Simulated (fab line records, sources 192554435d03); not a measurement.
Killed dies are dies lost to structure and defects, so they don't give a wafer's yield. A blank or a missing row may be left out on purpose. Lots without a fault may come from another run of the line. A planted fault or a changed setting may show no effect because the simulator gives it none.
Chamber matching | flow n5_finfet | N5_HKMG_FIN_DESCUM_17 on rie_diel-03: 4 sister chambers
The step chemistry O2, time 7.9 s. 4 wafers are shown with their chamber, then 9 later ones without.

WAFERS WITH THEIR CHAMBER
wafer  | chamber | showerhead_plenum_p_Torr (Torr)
L082.2 | 2       | 2.02
L082.3 | 1       | 2.25
L082.5 | 0       | 2.04
L082.6 | 3       | 2.20

WAFERS WITHOUT THEIR CHAMBER
wafer  | showerhead_plenum_p_Torr (Torr)
L085.1 | 2.01
L085.4 | 2.20
L085.5 | 2.01
L090.4 | 2.20
L090.5 | 2.01
L090.6 | 2.25
L092.4 | 2.25
L092.5 | 2.25
L092.6 | 2.01

WHICH CHAMBER EACH WENT THROUGH
wafer  | from the rows above | in truth
L085.1 | 2                   | 2
L085.4 | 3                   | 3
L085.5 | 2                   | 2
L090.4 | 3                   | 3
L090.5 | 2                   | 2
L090.6 | 1                   | 1
L092.4 | 1                   | 1
L092.5 | 1                   | 1
L092.6 | 2                   | 2
Placed correctly: 9 of 9. Can't be placed from these rows: 0. Placed wrongly: 0.
How it was worked out, from the rows above alone: a wafer's distance from a chamber is the root of the sum, over the readings, of the square of ((its reading less the chamber's mean) divided by the reading's scatter). The wafer belongs to the nearest chamber; if the next one is less than 2 further off, it can't be placed. A chamber's mean is the mean of its shown wafers. The scatter: with one shown wafer a chamber, the root of the mean of the squares of how far each hidden wafer lies from its nearest shown one.
